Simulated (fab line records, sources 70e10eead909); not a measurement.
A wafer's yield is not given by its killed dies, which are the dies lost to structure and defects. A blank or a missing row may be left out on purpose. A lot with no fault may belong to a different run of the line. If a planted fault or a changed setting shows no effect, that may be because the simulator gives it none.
Chamber matching || flow nand harc || NHARC_A_M0_PRE_CLEAN_31 on pecvd-02: 3 sister chambers
The step time 12 s. 18 wafers are shown with their chamber, then 9 later ones without.

EACH WAFER AND ITS CHAMBER
{"wafer": "L625.2", "chamber": 2, "heater power w (W)": 660}
{"wafer": "L625.3", "chamber": 1, "heater power w (W)": 581}
{"wafer": "L625.4", "chamber": 2, "heater power w (W)": 666}
{"wafer": "L623.3", "chamber": 2, "heater power w (W)": 679}
{"wafer": "L623.5", "chamber": 0, "heater power w (W)": 545}
{"wafer": "L623.6", "chamber": 2, "heater power w (W)": 659}
{"wafer": "L624.1", "chamber": 0, "heater power w (W)": 482}
{"wafer": "L624.2", "chamber": 2, "heater power w (W)": 637}
{"wafer": "L624.5", "chamber": 0, "heater power w (W)": 469}
{"wafer": "L630.1", "chamber": 0, "heater power w (W)": 494}
{"wafer": "L630.3", "chamber": 2, "heater power w (W)": 644}
{"wafer": "L630.6", "chamber": 0, "heater power w (W)": 504}
{"wafer": "L629.1", "chamber": 2, "heater power w (W)": 632}
{"wafer": "L629.3", "chamber": 0, "heater power w (W)": 498}
{"wafer": "L629.6", "chamber": 1, "heater power w (W)": 635}
{"wafer": "L634.1", "chamber": 0, "heater power w (W)": 477}
{"wafer": "L634.3", "chamber": 2, "heater power w (W)": 614}
{"wafer": "L634.5", "chamber": 1, "heater power w (W)": 613}

SIGNATURES (averages over the wafers above)
{"reading": "heater power w", "chamber 0": 495.57, "chamber 1": 609.67, "chamber 2": 648.88, "scatter within a chamber": 23.6}
Rule: distance of a wafer from a chamber = root of the sum over the readings of ((wafer's reading minus chamber's mean) / reading's scatter) squared. The wafer belongs to the nearest chamber; if the next one is less than 2 further off, it can't be placed. The scatter is the square root of a quotient: the sum, over the shown wafers, of each reading's squared deviation from its chamber's mean, divided by wafers minus chambers.

WAFERS MISSING THEIR CHAMBER
{"wafer": "L633.1", "heater power w (W)": 462}
{"wafer": "L633.2", "heater power w (W)": 660}
{"wafer": "L633.4", "heater power w (W)": 659}
{"wafer": "L636.1", "heater power w (W)": 506}
{"wafer": "L636.3", "heater power w (W)": 641}
{"wafer": "L636.5", "heater power w (W)": 482}
{"wafer": "L644.2", "heater power w (W)": 685}
{"wafer": "L644.3", "heater power w (W)": 686}
{"wafer": "L644.4", "heater power w (W)": 499}

EACH ONE'S CHAMBER
{"wafer": "L633.1", "from the rows above": 0, "in truth": 0}
{"wafer": "L633.2", "from the rows above": "can't be placed: 2 or 1", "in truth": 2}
{"wafer": "L633.4", "from the rows above": "can't be placed: 2 or 1", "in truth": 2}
{"wafer": "L636.1", "from the rows above": 0, "in truth": 0}
{"wafer": "L636.3", "from the rows above": "can't be placed: 2 or 1", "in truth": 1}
{"wafer": "L636.5", "from the rows above": 0, "in truth": 0}
{"wafer": "L644.2", "from the rows above": "can't be placed: 2 or 1", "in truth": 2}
{"wafer": "L644.3", "from the rows above": "can't be placed: 2 or 1", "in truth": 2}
{"wafer": "L644.4", "from the rows above": 0, "in truth": 0}
Placed correctly: 4 of 9. Unplaceable from these rows: 5, with the true chamber sitting among the candidates in 5. Number placed wrongly: 0.
